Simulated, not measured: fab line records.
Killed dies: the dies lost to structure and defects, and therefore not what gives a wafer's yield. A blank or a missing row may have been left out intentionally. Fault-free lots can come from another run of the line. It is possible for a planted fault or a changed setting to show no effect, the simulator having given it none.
Lot-split experiment ; flow n5_finfet ; route with 1938 steps; 7 lots, 39 wafers read

## THE SPLIT ITSELF
At N5_BEOL_M2_DESCUM_33 (chemistry O2, time 7 s), the setting time_s was moved away from the recipe's 7 s on 15 of the 39 wafers read, by -55.3% to +54.4%. All remaining wafers had this setting at the recipe value.

## FROM THE SPLIT TO THE READING: what the file shows between them, 3 steps
- N5_BEOL_M2_ETCH_77: etches underlayer in N2/H2, target depth 6.5 nm, time 5.2 s
- N5_BEOL_M2_ETCH_69: etches SiARC in CF4, target depth 15.6 nm, time 26 s
- N5_BEOL_M2_ALD_98: deposits SiO2, target thk 2.5 nm, pulse time 1 s, co reactant pulse time 1 s

## THE READING
CAR-EUV_of_BEOL_M2_COAT_22.thk_nm (the simulator's own value, which no gauge read), in nm, at N5_BEOL_M2_ETCHBACK_99 (etches SiO2 in CHF3, target depth 5 nm, time 10.4 s). No usual value for it is given in the file. Across the 24 wafers here that went through the recipe, the average is 10.4 nm and the standard deviation 0.081 nm.

wafer;tool, chamber at the split;time_s as run, s;against the recipe;CAR-EUV_of_BEOL_M2_COAT_22.thk_nm, nm;against lot-mates on the recipe
L075.1;rie_diel-02, 3,1,2;10.66;+52.3%;8.8;-1.7
L075.2;rie_diel-02, 3,1,2;10.66;+52.3%;8.8;-1.7
L075.3;rie_diel-02, 3,1,2;10.66;+52.3%;8.8;-1.7
L075.4;rie_diel-02, 0,1;7;recipe;10.6;-
L075.5;rie_diel-02, 0,1;7;recipe;10.6;-
L075.6;rie_diel-02, 0;7;recipe;10.4;-
L076.1;rie_diel-02, 3,1;7;recipe;10.6;-
L076.3;rie_diel-02, 3,1;7;recipe;10.6;-
L076.2;rie_diel-02, 2,3,0;3.391;-51.6%;12.2;+1.7
L076.5;rie_diel-02, 2,3,0;3.391;-51.6%;12.2;+1.7
L076.6;rie_diel-02, 2,3,0;3.391;-51.6%;12.2;+1.7
L076.4;rie_diel-02, 0;7;recipe;10.4;-
L077.1;rie_diel-02, 1,0;7;recipe;10.4;-
L077.3;rie_diel-02, 1,0;7;recipe;10.4;-
L077.5;rie_diel-02, 0;7;recipe;10.4;-
L077.2;rie_diel-02, 2,3;3.131;-55.3%;12.4;+2.0
L077.4;rie_diel-02, 3;3.131;-55.3%;12.4;+2.0
L077.6;rie_diel-02, 2,3;3.131;-55.3%;12.4;+2.0
L078.1;rie_diel-05, 2,1,1;9.715;+38.8%;9.2;-1.3
L078.2;rie_diel-05, 2,1,1;9.715;+38.8%;9.2;-1.3
L078.6;rie_diel-05, 2,1,1;9.715;+38.8%;9.2;-1.3
L078.3;rie_diel-05, 0,3,0;7;recipe;10.4;-
L078.5;rie_diel-05, 0,3,0;7;recipe;10.4;-
L078.4;rie_diel-05, 0,3,0;7;recipe;10.6;-
L080.1;rie_diel-05, 3,0;7;recipe;10.4;-
L080.2;rie_diel-05, 2;7;recipe;10.4;-
L080.3;rie_diel-05, 3,0;7;recipe;10.4;-
L080.4;rie_diel-05, 1,3,0;10.81;+54.4%;8.6;-1.8
L080.5;rie_diel-05, 1,3,0;10.81;+54.4%;8.6;-1.8
L080.6;rie_diel-05, 1,3,0;10.81;+54.4%;8.6;-1.8
L088.2;rie_diel-04, 3,1,1;7;recipe;10.4;-
L088.3;rie_diel-04, 3,1,1;7;recipe;10.4;-
L088.5;rie_diel-04, 3,1,1;7;recipe;10.4;-
L089.1;rie_diel-05, 2,1,0,0,2,1;7;recipe;10.4;-
L089.2;rie_diel-05, 2,1,0,0,2,1;7;recipe;10.4;-
L089.3;rie_diel-05, 2,1,0,0,2,1;7;recipe;10.4;-
L089.4;rie_diel-05, 2,1,0,0,2,1;7;recipe;10.4;-
L089.5;rie_diel-05, 2,1,0,0,2,1;7;recipe;10.4;-
L089.6;rie_diel-05, 2,1,0,0,2,1;7;recipe;10.4;-
Where a row lists several chambers, the file gives one row for several wafers and doesn't say which wafer went through which chamber.

THE FIT
A straight line over all 39 wafers: CAR-EUV_of_BEOL_M2_COAT_22.thk_nm changes by -0.0336 nm for each +1% of time_s; r = -1.00; the points scatter about the line by 0.078 nm.
The same after taking each lot's own level away (the mean of its wafers on the recipe; 39 wafers): -0.0337 nm for each +1%; r = -1.00; scatter 0.065 nm.
Per that fit: largest time_s move, reading shift of 1.9 nm.
The lots' own levels span 10.40 to 10.53 nm, that is 1.6 times the standard deviation above.
Consequently the slope shifts little with the lot-to-lot level, the two slopes agreeing.
Check: +1.86 nm against its lot-mates is what the line predicts for one of the wafers moved furthest among these (-55.3%) when that wafer is left out of the fit. It came out at +2 nm against them.

## OTHER SPLITS ON THESE WAFERS
Before the reading, these wafers also passed through other splits. Each is held against what the fit with the lots' levels taken away leaves over:
other split on the same wafers;wafers away from the commonest value;r with CAR-EUV_of_BEOL_M2_COAT_22.thk_nm (lot level and that fit taken away)
N5_MOL_CONTACT_COAG_ALD_131 ald_cycles;15;+0.10

## THE WHOLE CHAIN: every reading that the file lists as answering this split, in the file's order
step;what it does;reading;change (the file's fit);r (the file's)
N5_BEOL_M2_DESCUM_33;chemistry O2, time 7 s;CAR-EUV_of_BEOL_M2_COAT_22.thk_nm (the simulator's own value, which no gauge read);-0.0354 nm for each +1% of the setting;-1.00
N5_BEOL_M2_ETCH_77;etches underlayer in N2/H2, target depth 6.5 nm, time 5.2 s;CAR-EUV_of_BEOL_M2_COAT_22.thk_nm (the simulator's own value, which no gauge read);-0.036 nm for each +1% of the setting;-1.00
N5_BEOL_M2_ETCHBACK_99;etches SiO2 in CHF3, target depth 5 nm, time 10.4 s;CAR-EUV_of_BEOL_M2_COAT_22.thk_nm (the simulator's own value, which no gauge read);-0.0336 nm for each +1% of the setting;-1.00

## FILE'S OWN FIT
CAR-EUV_of_BEOL_M2_COAT_22.thk_nm changes by -0.0336 nm for each +1% of time_s, r = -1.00.
